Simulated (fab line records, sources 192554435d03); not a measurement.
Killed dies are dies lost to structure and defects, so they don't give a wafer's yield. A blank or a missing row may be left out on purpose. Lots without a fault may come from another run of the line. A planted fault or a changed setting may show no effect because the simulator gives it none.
fab line records | flow n5_finfet
record lots=7 wafers=21
route steps=1938 shown SD_EPI_N@273 SDB@350 HKMG_FIN@386 GATE_CUT@490 MOL_CONTACT_COAG@566
start_h: hours from the record's first day to the start of the lot's first wafer shown | wait_h: hours since the lot's step before | " the same as in the row above | L1.1+2: a row that stands for several wafers | - no value, or no start given | * or withheld: withheld | < > ~ a bound
route shown NAME@n: a module of which the file shows steps, and the number in the route of the first | usual: mean/standard deviation of fault-free wafers | same: alike in all rows | chamber/n: place in a boat | sites: the reading at each site | _std_site: their standard deviation | _edge_site: outer sites' mean less inner sites' | radius_mm: how far each site lies from the wafer's centre | mask NAME#n: copy n | behind: the tool/chamber that last shaped the wafer | hold: why the lot was held/for how many hours/how that ended | device: the transistor (n, p or np) that didn't switch | end of line: the same wafers' tests at the end of the route | a step without rows: its recipe alone | killed: dies lost to structure and defects at the first sort, not the wafer's yield | map: a wafer's dies, x killed, . not, _ none there
set.NAME: the setting as run; set.NAME@STEP: as run at that earlier step | model.NAME: the simulator's own value behind a step, which no gauge read
lots whose settings were changed on purpose; a table a step, a row a wafer
## steps
# step N5_SD_EPI_N_DESCUM_14
# recipe chemistry=O2 time_s=7.9 source_power_w=50 bias_power_w=20 pressure_mtorr=20 rf_frequency_hz=2.712e+07 temp_c=40 resist=CAR-ArF-block o2_flow_sccm=225
# columns lot.wafer tool chamber start_h wait_h set.time_s set.peb_time_s@SD_EPI_N_PEB_07 model.SD_EPI_N.cd_nm model.CAR-ArF-block_of_SD_EPI_N_COAT_03.thk_nm
L075.1 rie_diel-04 1 55.44 0.1 6.962 60 119.4 144.4
L075.3 " 0 " " 6.962 55.93 116.6 144.4
L075.5 " 2 " " 6.962 60 119.6 144.6
L081.4 rie_diel-02 0 90.78 0.0 7.9 60 120.2 144.2
L081.5 " 2 " " 7.9 60 121.2 143.4
L081.6 " 1 " " 7.9 60 121 143.4
L082.1 rie_diel-02 3 96.82 0.0 7.9 60 119.2 144
L082.4 " 1 " " 7.9 52.93 115.2 143.8
L082.5 " 0 " " 7.9 60 120 144.2
L085.2 rie_diel-02 2 115.25 0.0 7.385 60 120.2 144.6
L085.4 " 1 " " 7.9 60 120.2 144
L085.6 " 1 " " 7.385 60 120.4 144.2
L086.4 rie_diel-04 3 122.89 0.0 9.598 67.04 124 142.4
L086.5 " 3 " " 9.598 60 120.8 142
L086.6 " 0 " " 7.9 67.04 123.8 143.4
L089.4 rie_diel-01 2 139.76 0.0 7.9 60 120.2 143
L089.5 " 2 " " 7.143 49.59 113.2 143.6
L089.6 " 1 " " 7.9 49.59 112.8 143.2
L097.1 rie_diel-01 3 189.80 0.3 7.9 60 120.2 144.4
L097.2 " 0 " " 7.9 60 119.6 144.2
L097.3 " 1 " " 9.408 60 120.4 143.2
# step N5_SD_EPI_N_ETCH_34
# recipe chemistry=CF4 target=SiARC target_depth_a=455 mask_material=CAR-ArF-block time_s=75.8 ion_energy_ev=80 pressure_mtorr=40 source_w=545 bias_w=36 Ar_flow_sccm=100 cf4_flow_sccm=100 ends=cleared
# columns lot.wafer tool chamber start_h wait_h set.peb_time_s@SD_EPI_N_PEB_07 set.time_s@SD_EPI_N_DESCUM_14 model.SD_EPI_N.cd_nm model.CAR-ArF-block_of_SD_EPI_N_COAT_03.thk_nm
L075.1 rie_diel-04 1 55.48 0.0 60 6.962 119.2 111.8
L075.3 " 0 " " 55.93 6.962 116.4 112
L075.5 " 2 " " 60 6.962 119.6 112.2
L081.4 rie_diel-02 0 90.82 0.0 60 7.9 120.4 111.4
L081.5+6 " 2,1 " " 60 7.9 121 110.8
L082.1 rie_diel-02 3 96.86 0.0 60 7.9 119.2 111.4
L082.4 " 1 " " 52.93 7.9 115.2 111.2
L082.5 " 0 " " 60 7.9 120 111.6
L085.2 rie_diel-02 2 115.29 0.0 60 7.385 120.2 112
L085.4 " 1 " " 60 7.9 120 111.4
L085.6 " 1 " " 60 7.385 120.4 111.6
L086.4 rie_diel-04 3 122.93 0.0 67.04 9.598 123.8 110
L086.5 " 3 " " 60 9.598 120.6 109.6
L086.6 " 0 " " 67.04 7.9 123.6 111
L089.4 rie_diel-01 2 139.79 0.0 60 7.9 120.2 110.4
L089.5 " 2 " " 49.59 7.143 113 111.2
L089.6 " 1 " " 49.59 7.9 112.8 110.6
L097.1 rie_diel-01 3 189.83 0.0 60 7.9 120 111.8
L097.2 " 0 " " 60 7.9 119.4 111.6
L097.3 " 1 " " 60 9.408 120 110.6
# step N5_SDB_COAT_05
# recipe resist=CAR-ArF spin_rpm=1500 resist_thk_nm=90
# columns lot.wafer tool chamber start_h wait_h set.spin_rpm model.CAR-ArF_of_SDB_COAT_05.thk_nm
L075.1+3 litho_track-05 0 - - 1500 90.6
L075.5 " 0 " " 1500 90.4
L081.4 litho_track-05 0 - - 1500 90
L081.5+6 " 0 " " 1500 89.8
L082.1 litho_track-02 0 - - 1500 90
L082.4 " 0 " " 1347 95
L082.5 " 0 " " 1347 95.2
L085.2 litho_track-01 0 - - 1500 90
L085.4 " 0 " " 1404 92.8
L085.6 " 0 " " 1404 93
L086.4 litho_track-05 0 - - 1401 93
L086.5 " 0 " " 1500 89.8
L086.6 " 0 " " 1401 93.4
L089.4 litho_track-02 0 - - 1645 85.6
L089.5+6 " 0 " " 1500 89.8
L097.1 litho_track-01 0 - - 1500 90
L097.2+3 " 0 " " 1632 86.4
# step N5_SDB_EXPOSE_08
# recipe mask_id=SDB na=1.35 source_shape=conventional sigma_outer=0.5 polarization=unpolarized dose_mj=49.6
# columns lot.wafer tool chamber start_h wait_h mask set.dose_mj
L075.1 arfi_scanner-01 0 71.10 - SDB#0 49.6
L075.3+5 " 0 " " SDB#0 48.12
L081.4+5+6 arfi_scanner-01 0 108.29 - SDB#0 49.6
L082.1 arfi_scanner-01 0 114.12 - SDB#0 52.38
L082.4+5 " 0 " " SDB#0 49.6
L085.2+4 arfi_scanner-03 0 131.28 - SDB#0 52.07
L085.6 " 0 " " SDB#0 49.6
L086.4+5+6 arfi_scanner-02 0 138.61 - SDB#0 49.6
L089.4+5 arfi_scanner-01 0 155.78 - SDB#0 45.95
L089.6 " 0 " " SDB#0 49.6
L097.1 arfi_scanner-03 0 206.02 - SDB#0 50.91
L097.2+3 " 0 " " SDB#0 49.6
# step N5_SDB_PEB_09
# recipe peb_temp_c=withheld peb_time_s=60 resist=CAR-ArF
# step N5_SDB_DEVELOP_10
# recipe develop_time_s=30 developer=TMAH resist=CAR-ArF rinse_liquid=diw dry=air_spin dev_temp_c=23
# columns lot.wafer tool chamber start_h wait_h set.spin_rpm@SDB_COAT_05 model.CAR-ArF_of_SDB_COAT_05.thk_nm
L075.1+3+5 litho_track-02 0 - - 1500 88.8
L081.4 litho_track-05 0 - - 1500 88.2
L081.5+6 " 0 " " 1500 88
L082.1 litho_track-05 0 - - 1500 88.4
L082.4 " 0 " " 1347 93.2
L082.5 " 0 " " 1347 93.6
L085.2 litho_track-01 0 - - 1500 88.2
L085.4+6 " 0 " " 1404 91.2
L086.4 litho_track-02 0 - - 1401 91.4
L086.5 " 0 " " 1500 88
L086.6 " 0 " " 1401 91.6
L089.4 litho_track-01 0 - - 1645 84
L089.5+6 " 0 " " 1500 88.2
L097.1 litho_track-01 0 - - 1500 88.4
L097.2+3 " 0 " " 1632 84.6
# step N5_SDB_CD_MEAS_11
# recipe target_cd_nm=50 landing_energy_ev=500 detector=se_inlens polarity=opening
# usual cd_nm=49.5/1.3
# columns lot.wafer tool chamber start_h wait_h set.dose_mj@SDB_EXPOSE_08 cd_nm
L075.1 cd_sem-03 0 71.23 - 49.6 51.0
L075.3 " 0 " " 48.12 47.5
L075.5 " 0 " " 48.12 47.1
L081.4 cd_sem-03 0 108.41 - 49.6 50.6
L081.5 " 0 " " 49.6 49.6
L081.6 " 0 " " 49.6 48.9
L082.1 cd_sem-03 0 114.25 - 52.38 57.0
L082.4 " 0 " " 49.6 47.9
L082.5 " 0 " " 49.6 48.8
L085.2 cd_sem-02 0 131.40 - 52.07 52.7
L085.4 " 0 " " 52.07 53.6
L085.6 " 0 " " 49.6 47.5
L086.4 cd_sem-01 0 138.72 - 49.6 49.4
L086.5 " 0 " " 49.6 49.7
L086.6 " 0 " " 49.6 49.5
L089.4 cd_sem-02 0 155.89 - 45.95 40.9
L089.5 " 0 " " 45.95 39.3
L089.6 " 0 " " 49.6 47.7
L097.1 cd_sem-03 0 206.15 - 50.91 51.2
L097.2 " 0 " " 49.6 49.8
L097.3 " 0 " " 49.6 48.8
# step N5_SDB_DESCUM_16
# recipe chemistry=O2 time_s=7.9 source_power_w=50 bias_power_w=20 pressure_mtorr=20 rf_frequency_hz=2.712e+07 temp_c=40 resist=CAR-ArF o2_flow_sccm=225
# step N5_SDB_ETCH_17
# recipe chemistry=CF4 target=SiARC target_depth_a=234 mask_material=CAR-ArF time_s=39 ion_energy_ev=80 pressure_mtorr=40 source_w=545 bias_w=36 Ar_flow_sccm=100 cf4_flow_sccm=100 ends=cleared
# columns lot.wafer tool chamber start_h wait_h set.spin_rpm@SDB_COAT_05 model.CAR-ArF_of_SDB_COAT_05.thk_nm
L075.1+3 rie_diel-04 0,2 71.87 0.0 1500 67.2
L075.5 " 0 " " 1500 67
L081.4+5 rie_diel-01 1,2 108.67 0.0 1500 66.6
L081.6 " 1 " " 1500 66.4
L082.1 rie_diel-02 2 114.37 0.0 1500 66.6
L082.4 " 0 " " 1347 71.8
L082.5 " 2 " " 1347 72
L085.2 rie_diel-04 3 131.54 0.0 1500 66.6
L085.4 " 1 " " 1404 69.6
L085.6 " 0 " " 1404 69.8
L086.4 rie_diel-02 0 138.90 0.0 1401 69.8
L086.5 " 3 " " 1500 66.4
L086.6 " 2 " " 1401 70
L089.4 rie_diel-02 3 156.01 0.0 1645 62.2
L089.5 " 0 " " 1500 66.6
L089.6 " 3 " " 1500 66.4
L097.1 rie_diel-01 2 206.27 0.0 1500 66.8
L097.2+3 " 3,1 " " 1632 63
# step N5_HKMG_FIN_HK_ALD_01
# recipe material=HfO2 target_thk_a=16 temp_c=withheld ald_precursor_family=HfCl4 ald_co_reactant=H2O pulse_time_s=3 purge_time_s=3 co_reactant_purge_time_s=2.5 co_reactant_pulse_time_s=0.3 ald_cycles=30
# columns lot.wafer tool chamber start_h wait_h set.ald_cycles
L075.1+3 ald_hk-02 0,2 76.67 0.1 25
L075.5 " 3 " " 30
L081.4+5+6 ald_hk-01 0,3,0 113.20 0.0 30
L082.1+5 ald_hk-02 3,0 118.78 0.0 30
L082.4 " 0 " " 33
L085.2+4 ald_hk-03 3,0 136.37 0.0 33
L085.6 " 3 " " 30
L086.4+6 ald_hk-03 3,2 143.35 0.0 27
L086.5 " 3 " " 30
L089.4 ald_hk-01 0 160.63 0.0 30
L089.5+6 " 0,1 " " 32
L097.1+2+3 ald_hk-02 1,2,3 210.84 0.0 30
# step N5_HKMG_FIN_DEVELOP_48
# recipe develop_time_s=30 developer=TMAH resist=CAR-ArF rinse_liquid=diw dry=air_spin dev_temp_c=23
# columns lot.wafer tool chamber start_h wait_h set.develop_time_s
L075.1+3+5 litho_track-03 0 - - 30
L081.4+5+6 litho_track-04 0 - - 30
L082.1+5 litho_track-03 0 - - 30
L082.4 " 0 " " 32.25
L085.2+4+6 litho_track-04 0 - - 25.8
L086.4 litho_track-05 0 - - 30
L086.5+6 " 0 " " 25.28
L089.4+5+6 litho_track-04 0 - - 30
L097.1+3 litho_track-03 0 - - 30
L097.2 " 0 " " 33.75
# step N5_HKMG_FIN_WET_ETCH_82
# recipe chemistry=dHCl mix=1:10000 temp_c=25 target=La2O3 stop_on=HfO2 target_depth_nm=2 dry=ipa_marangoni rinse_time_s=30 rinse_temp_c=23
# step N5_HKMG_FIN_ALD_36
# recipe material=TiN target_thk_a=10 temp_c=400 ald_precursor_family=TiCl4 ald_co_reactant=NH3 pulse_time_s=1 purge_time_s=3 co_reactant_purge_time_s=2 co_reactant_pulse_time_s=2 ald_cycles=47 pressure_torr=3
# step N5_HKMG_FIN_THK_MEAS_70
# recipe thk_meas_gauge=xrf reads=HfO2_of_HKMG_FIN_HK_ALD_01
# usual HK_THK=1.573/0.018
# columns lot.wafer tool chamber start_h wait_h set.ald_cycles@HKMG_FIN_HK_ALD_01 HK_THK[nm]
L075.1 film_metro-02 - 80.51 0.2 25 1.282
L075.3 " - " " 25 1.288
L075.5 " - " " 30 1.523
L081.4 film_metro-01 - 116.53 0.2 30 1.577
L081.5 " - " " 30 1.578
L081.6 " - " " 30 1.572
L082.1 film_metro-02 - 122.29 0.2 30 1.551
L082.4 " - " " 33 1.729
L082.5 " - " " 30 1.542
L085.2 film_metro-01 - 140.38 0.2 33 1.759
L085.4 " - " " 33 1.751
L085.6 " - " " 30 1.590
L086.4 film_metro-02 - 146.80 0.2 27 1.458
L086.5 " - " " 30 1.590
L086.6 " - " " 27 1.427
L089.4 film_metro-01 - 164.08 0.2 30 1.577
L089.5 " - " " 32 1.673
L089.6 " - " " 32 1.689
L097.1 film_metro-02 - 214.55 0.2 30 1.550
L097.2 " - " " 30 1.563
L097.3 " - " " 30 1.555
# step N5_GATE_CUT_DESCUM_18
# recipe chemistry=O2 time_s=7 source_power_w=50 bias_power_w=20 pressure_mtorr=20 rf_frequency_hz=2.712e+07 temp_c=40 resist=CAR-EUV o2_flow_sccm=225
# columns lot.wafer tool chamber start_h wait_h set.time_s model.CAR-EUV_of_GATE_CUT_COAT_07.thk_nm
L075.1+3+5 rie_diel-03 2,0,3 89.86 0.0 7 26.2
L081.4+6 rie_diel-03 1,2 125.49 0.0 7 26.2
L081.5 " 1 " " 7 26
L082.1+4 rie_diel-06 0,3 131.41 0.1 7 26
L082.5 " 0 " " 7.412 25.8
L085.2 rie_diel-03 2 150.02 0.2 7 26.2
L085.4+6 " 0,2 " " 7.758 25.8
L086.4 rie_diel-06 3 156.37 0.1 7 26
L086.5+6 " 0,3 " " 5.766 26.6
L089.4+6 rie_diel-03 2 173.64 0.0 7 26
L089.5 " 1 " " 8.238 25.4
L097.1 rie_diel-05 2 223.97 0.0 5.764 26.6
L097.2 " 3 " " 5.764 26.8
L097.3 " 1 " " 7 26
# step N5_GATE_CUT_ETCH_28
# recipe chemistry=N2/H2 target=underlayer target_depth_a=130 mask_material=CAR-EUV time_s=10.4 ion_energy_ev=200 pressure_mtorr=30 source_w=840 bias_w=150 n2_flow_sccm=200 h2_flow_sccm=200 ends=cleared
# columns lot.wafer tool chamber start_h wait_h set.time_s@GATE_CUT_DESCUM_18 model.CAR-EUV_of_GATE_CUT_COAT_07.thk_nm
L075.1+3+5 rie_diel-03 2,0,3 89.90 0.0 7 14.8
L081.4+5 rie_diel-03 1 125.52 0.0 7 14.6
L081.6 " 2 " " 7 14.8
L082.1 rie_diel-06 0 131.45 0.0 7 14.6
L082.4 " 3 " " 7 14.4
L082.5 " 0 " " 7.412 14.4
L085.2 rie_diel-03 2 150.05 0.0 7 14.6
L085.4+6 " 0,2 " " 7.758 14.4
L086.4 rie_diel-06 3 156.40 0.0 7 14.4
L086.5 " 0 " " 5.766 15.2
L086.6 " 3 " " 5.766 15
L089.4 rie_diel-03 2 173.67 0.0 7 14.4
L089.5 " 1 " " 8.238 14
L089.6 " 2 " " 7 14.6
L097.1 rie_diel-05 2 224.00 0.0 5.764 15.2
L097.2 " 3 " " 5.764 15.4
L097.3 " 1 " " 7 14.6
# step N5_GATE_CUT_ETCH_36
# recipe chemistry=CF4 target=SiARC target_depth_a=130 mask_material=CAR-EUV time_s=21.7 ion_energy_ev=80 pressure_mtorr=40 source_w=545 bias_w=36 Ar_flow_sccm=100 cf4_flow_sccm=100 ends=cleared
# columns lot.wafer tool chamber start_h wait_h set.time_s@GATE_CUT_DESCUM_18 model.CAR-EUV_of_GATE_CUT_COAT_07.thk_nm
L075.1 rie_diel-03 2 89.92 0.0 7 7
L075.3+5 " 0,3 " " 7 7.2
L081.4+6 rie_diel-03 1,2 125.54 0.0 7 7
L081.5 " 1 " " 7 6.8
L082.1+4 rie_diel-06 0,3 131.47 0.0 7 6.8
L082.5 " 0 " " 7.412 6.8
L085.2 rie_diel-03 2 150.07 0.0 7 7
L085.4+6 " 0,2 " " 7.758 6.8
L086.4 rie_diel-06 3 156.42 0.0 7 6.8
L086.5+6 " 0,3 " " 5.766 7.4
L089.4+6 rie_diel-03 2 173.69 0.0 7 6.8
L089.5 " 1 " " 8.238 6.2
L097.1 rie_diel-05 2 224.02 0.0 5.764 7.4
L097.2 " 3 " " 5.764 7.8
L097.3 " 1 " " 7 7
# step N5_GATE_CUT_ALD_22
# recipe material=SiNx target_thk_a=160 temp_c=400 ald_precursor_family=SiH2I2 ald_co_reactant=N2/H2-plasma pulse_time_s=1 ald_cycles=320 purge_time_s=2 co_reactant_purge_time_s=2 pressure_torr=2
# columns lot.wafer tool chamber start_h wait_h set.ald_cycles model.SiNx_of_GATE_CUT_ALD_22.thk_nm
L075.1+5 ald_sin-01 0 90.70 0.0 292 14.6
L075.3 " 2 " " 320 16
L081.4+5 ald_sin-03 0 126.32 0.0 320 16
L081.6 " 1 " " 320 15.8
L082.1+4+5 ald_sin-02 2,1,1 132.25 0.0 320 16
L085.2 ald_sin-01 2 150.85 0.0 320 16
L085.4+6 " 1,0 " " 267 13.4
L086.4 ald_sin-01 0 157.20 0.0 290 14.6
L086.5+6 " 3,0 " " 320 16
L089.4+6 ald_sin-01 2,0 174.75 0.0 277 14
L089.5 " 3 " " 320 16
L097.1+2+3 ald_sin-03 1,2,3 224.84 0.0 320 16
# step N5_MOL_CONTACT_COAG_COAT_77
# recipe resist=underlayer temp_c=205 time_s=60 spin_rpm=1500 resist_thk_nm=10
# columns lot.wafer tool chamber start_h wait_h set.spin_rpm model.underlayer_of_MOL_CONTACT_COAG_COAT_77.thk_nm
L075.1 litho_track-05 0 - - 1500 10
L075.3+5 " 0 " " 1374 10.4
L081.4+5+6 litho_track-01 0 - - 1500 10
L082.1+5 litho_track-04 0 - - 1500 10
L082.4 " 0 " " 1405 10.4
L085.2+6 litho_track-01 0 - - 1500 10
L085.4 " 0 " " 1378 10.4
L086.4+5 litho_track-05 0 - - 1500 10
L086.6 " 0 " " 1415 10.2
L089.4 litho_track-01 0 - - 1500 10
L089.5+6 " 0 " " 1613 9.6
L097.1 litho_track-01 0 - - 1500 10
L097.2+3 " 0 " " 1404 10.4
## key
split step=N5_SD_EPI_N_DESCUM_14 setting=time_s stated=7.9 by=wafer
response step=N5_SD_EPI_N_DESCUM_14 reading=model.CAR-ArF-block_of_SD_EPI_N_COAT_03.thk_nm change=-0.0564 per=1% r=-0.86
response step=N5_SD_EPI_N_ETCH_34 reading=model.CAR-ArF-block_of_SD_EPI_N_COAT_03.thk_nm change=-0.0584 per=1% r=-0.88
split step=N5_SDB_COAT_05 setting=spin_rpm stated=1500 by=wafer
response step=N5_SDB_COAT_05 reading=model.CAR-ArF_of_SDB_COAT_05.thk_nm change=-0.46 per=1% r=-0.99
response step=N5_SDB_DEVELOP_10 reading=model.CAR-ArF_of_SDB_COAT_05.thk_nm change=-0.466 per=1% r=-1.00
response step=N5_SDB_ETCH_17 reading=model.CAR-ArF_of_SDB_COAT_05.thk_nm change=-0.479 per=1% r=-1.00
split step=N5_SDB_EXPOSE_08 setting=dose_mj stated=49.6 by=wafer
response step=N5_SDB_CD_MEAS_11 reading=cd_nm change=+1.17 per=1% r=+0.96
split step=N5_HKMG_FIN_HK_ALD_01 setting=ald_cycles stated=30 by=wafer
response step=N5_HKMG_FIN_THK_MEAS_70 reading=HK_THK change=+0.0154 per=1% r=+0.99
split step=N5_HKMG_FIN_DEVELOP_48 setting=develop_time_s stated=30 by=wafer
response none clear
split step=N5_GATE_CUT_DESCUM_18 setting=time_s stated=7 by=wafer
response step=N5_GATE_CUT_DESCUM_18 reading=model.CAR-EUV_of_GATE_CUT_COAT_07.thk_nm change=-0.0359 per=1% r=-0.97
response step=N5_GATE_CUT_ETCH_28 reading=model.CAR-EUV_of_GATE_CUT_COAT_07.thk_nm change=-0.0334 per=1% r=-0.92
response step=N5_GATE_CUT_ETCH_36 reading=model.CAR-EUV_of_GATE_CUT_COAT_07.thk_nm change=-0.0312 per=1% r=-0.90
split step=N5_GATE_CUT_ALD_22 setting=ald_cycles stated=320 by=wafer
response step=N5_GATE_CUT_ALD_22 reading=model.SiNx_of_GATE_CUT_ALD_22.thk_nm change=+0.154 per=1% r=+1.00
split step=N5_MOL_CONTACT_COAG_COAT_77 setting=spin_rpm stated=1500 by=wafer
response step=N5_MOL_CONTACT_COAG_COAT_77 reading=model.underlayer_of_MOL_CONTACT_COAG_COAT_77.thk_nm change=-0.0517 per=1% r=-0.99
split outside_this_file step=N5_SD_EPI_N_PEB_07 setting=peb_time_s
# split outside_this_file: this setting was split too, and the file shows its column; the key of that split is in another file
